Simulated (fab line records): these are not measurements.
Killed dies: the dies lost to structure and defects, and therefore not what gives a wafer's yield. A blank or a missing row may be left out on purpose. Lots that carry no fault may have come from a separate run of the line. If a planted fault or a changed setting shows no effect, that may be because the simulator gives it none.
Matching of chambers / flow n5_finfet / N5_PMOS_HMC_CHANNEL_EPI_ETCH_32 on rie_diel-05: 4 sister chambers
The step etches BARC in N2/H2, stops on SiO2, target depth 85.8 nm, time 50.3 s. 8 wafers are shown with their chamber, then 10 later ones without.

WAFERS PAIRED WITH THEIR CHAMBERS
wafer=L081.6; chamber=2; showerhead_plenum_p_Torr (Torr)=2.45; drypump_motor_current_A (A)=6.07
wafer=L088.3; chamber=2; showerhead_plenum_p_Torr (Torr)=2.44; drypump_motor_current_A (A)=6.05
wafer=L088.6; chamber=1; showerhead_plenum_p_Torr (Torr)=2.64; drypump_motor_current_A (A)=5.93
wafer=L089.3; chamber=3; showerhead_plenum_p_Torr (Torr)=2.59; drypump_motor_current_A (A)=5.65
wafer=L089.4; chamber=0; showerhead_plenum_p_Torr (Torr)=2.61; drypump_motor_current_A (A)=5.66
wafer=L089.6; chamber=0; showerhead_plenum_p_Torr (Torr)=2.61; drypump_motor_current_A (A)=5.65
wafer=L090.2; chamber=3; showerhead_plenum_p_Torr (Torr)=2.59; drypump_motor_current_A (A)=5.63
wafer=L090.4; chamber=1; showerhead_plenum_p_Torr (Torr)=2.64; drypump_motor_current_A (A)=5.93

WAFERS WITHOUT THEIR CHAMBER
wafer=L090.6; showerhead_plenum_p_Torr (Torr)=2.44; drypump_motor_current_A (A)=6.04
wafer=L091.2; showerhead_plenum_p_Torr (Torr)=2.44; drypump_motor_current_A (A)=6.08
wafer=L091.4; showerhead_plenum_p_Torr (Torr)=2.61; drypump_motor_current_A (A)=5.62
wafer=L091.5; showerhead_plenum_p_Torr (Torr)=2.64; drypump_motor_current_A (A)=5.92
wafer=L097.1; showerhead_plenum_p_Torr (Torr)=2.58; drypump_motor_current_A (A)=5.66
wafer=L097.2; showerhead_plenum_p_Torr (Torr)=2.63; drypump_motor_current_A (A)=5.92
wafer=L097.3; showerhead_plenum_p_Torr (Torr)=2.43; drypump_motor_current_A (A)=6.09
wafer=L097.4; showerhead_plenum_p_Torr (Torr)=2.44; drypump_motor_current_A (A)=6.08
wafer=L097.5; showerhead_plenum_p_Torr (Torr)=2.58; drypump_motor_current_A (A)=5.65
wafer=L097.6; showerhead_plenum_p_Torr (Torr)=2.63; drypump_motor_current_A (A)=5.90

CHAMBER TAKEN BY EACH
wafer=L090.6; from the rows above=2; in truth=2
wafer=L091.2; from the rows above=2; in truth=2
wafer=L091.4; from the rows above=0; in truth=0
wafer=L091.5; from the rows above=1; in truth=1
wafer=L097.1; from the rows above=3; in truth=3
wafer=L097.2; from the rows above=1; in truth=1
wafer=L097.3; from the rows above=2; in truth=2
wafer=L097.4; from the rows above=2; in truth=2
wafer=L097.5; from the rows above=3; in truth=3
wafer=L097.6; from the rows above=1; in truth=1
Correct placement for 10 of the 10. Number that these rows cannot place: 0. Number placed wrongly: 0.
How it was worked out, from the rows above alone: a wafer's distance from a chamber is the root of the sum, over the readings, of the square of ((its reading less the chamber's mean) divided by the reading's scatter). If the next closest chamber is less than 2 further off than the closest, the wafer can't be placed; otherwise it belongs to the closest. For every chamber, the mean is computed from those of its wafers that are shown. The scatter is the square root of a quotient: the sum, over the shown wafers, of each reading's squared deviation from its chamber's mean, divided by wafers minus chambers.
